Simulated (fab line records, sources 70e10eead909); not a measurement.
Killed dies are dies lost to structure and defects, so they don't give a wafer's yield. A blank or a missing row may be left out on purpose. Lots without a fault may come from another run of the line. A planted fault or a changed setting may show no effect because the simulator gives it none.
One fault seen from 2 desks | flow nand_harc | each desk has only its own numbers; what lay behind them comes last

THE TOOL OWNER'S DESK: rie_metal-02
The tool's own readings at NHARC_A_WL_FILL_ETCHBACK_05 (etches the open film in Cl2/BCl3, target depth 22 nm, time 60 s): means of the sampled wafers that have a number, for each lot that ran on this tool. A lot is out of limits, marked OUT, if its mean lies more than 4 standard deviations from the usual mean; the brackets give that distance.
Columns: A = drypump_motor_current_A at NHARC_A_WL_FILL_ETCHBACK_05, usual 6.1 A; B = oes_product_au at NHARC_A_WL_FILL_ETCHBACK_05, usual 0.993 a.u.; C = run_length_s at NHARC_A_WL_FILL_ETCHBACK_05, usual 81.3 s; D = temp_c at NHARC_A_WL_FILL_ETCHBACK_05, usual 39.99 C
lot  | first seen here | A   | B     | C              | D
L551 | day 15 05:32    | 6.4 | 1.000 | 81.5           | 40.01
L552 | day 15 17:20    | 6.6 | 0.991 | 80.8           | 39.97
L554 | day 15 20:00    | 6.5 | 0.991 | 63.6 (-48) OUT | 40.02
L557 | day 15 23:26    | 6.5 | 0.994 | 63.7 (-48) OUT | 40.01
L562 | day 17 14:28    | 6.6 | 0.993 | 72.3 (-24) OUT | 39.91
L574 | day 21 02:58    | 6.6 | 0.985 | 81.2           | 39.93
This desk's finding: out of limits on L554, L557, L562; first on L554, day 15 20:00 (run_length_s at NHARC_A_WL_FILL_ETCHBACK_05). In limits: L551, L552, L574.

THE METROLOGY DESK
What the gauges read, lot by lot, whatever tool the lot ran on: means of the sampled wafers that have a number. A lot is out of limits, marked OUT, if its mean lies more than 4 standard deviations from the usual mean; the brackets give that distance.
Columns: A = overlay_x_nm at NHARC_A_SGD_CUT_OVL_MEAS_10, usual 0.0 nm; B = overlay_y_nm at NHARC_A_SGD_CUT_OVL_MEAS_10, usual 0.1 nm; C = overlay_x_nm at NHARC_A_SLIT_OVL_MEAS_10, usual -0.1 nm; D = overlay_y_nm at NHARC_A_SLIT_OVL_MEAS_10, usual 0.0 nm
lot  | first seen here | A    | B    | C    | D
L551 | day 13 22:43    | -1.4 | 1.7  | 0.4  | 0.1
L554 | day 14 15:01    | -0.1 | -0.9 | -1.0 | 0.0
L552 | day 14 15:19    | -0.6 | 2.0  | -0.4 | -2.0
L557 | day 14 18:07    | -0.2 | -1.2 | -0.3 | 0.5
L562 | day 16 10:02    | -1.6 | -0.9 | -0.8 | 0.9
L565 | day 17 16:34    | -0.8 | -0.5 | -0.9 | 0.2
L566 | day 17 18:28    | -1.3 | 0.7  | 0.8  | 0.1
L569 | day 17 23:26    | -0.4 | -0.0 | 0.4  | -0.4
L568 | day 18 04:56    | -0.8 | 0.4  | -1.3 | 1.2
L570 | day 18 10:29    | 1.1  | -0.4 | 0.3  | -0.5
L571 | day 18 11:40    | 2.0  | -0.3 | -0.2 | 0.3
L573 | day 19 05:32    | 1.4  | 1.2  | 0.0  | -1.5
L574 | day 19 20:46    | 0.3  | 0.6  | 0.0  | 0.5
This desk's finding: nothing out of limits on any of the 13 lots.

PUT TOGETHER
The tool owner's desk could have raised an alarm at day 15 20:00, on L554, L557, L562.
The metrology desk saw nothing out of limits.
The metrology desk has L554, L557, L562 on record, within its limits.
Of the lots named, all ran NHARC_A_WL_FILL_ETCHBACK_05 on rie_metal-02.

WHAT THE SIMULATOR HAD PUT IN
Process parameter drift: rie_metal-02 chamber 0, from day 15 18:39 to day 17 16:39, at NHARC_A_WL_FILL_ETCHBACK_05. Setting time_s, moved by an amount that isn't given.
Lots struck among those shown: L554, L557, L562.
Hours from the fault's start to each desk's first reading out of limits: the tool owner's desk, 1.
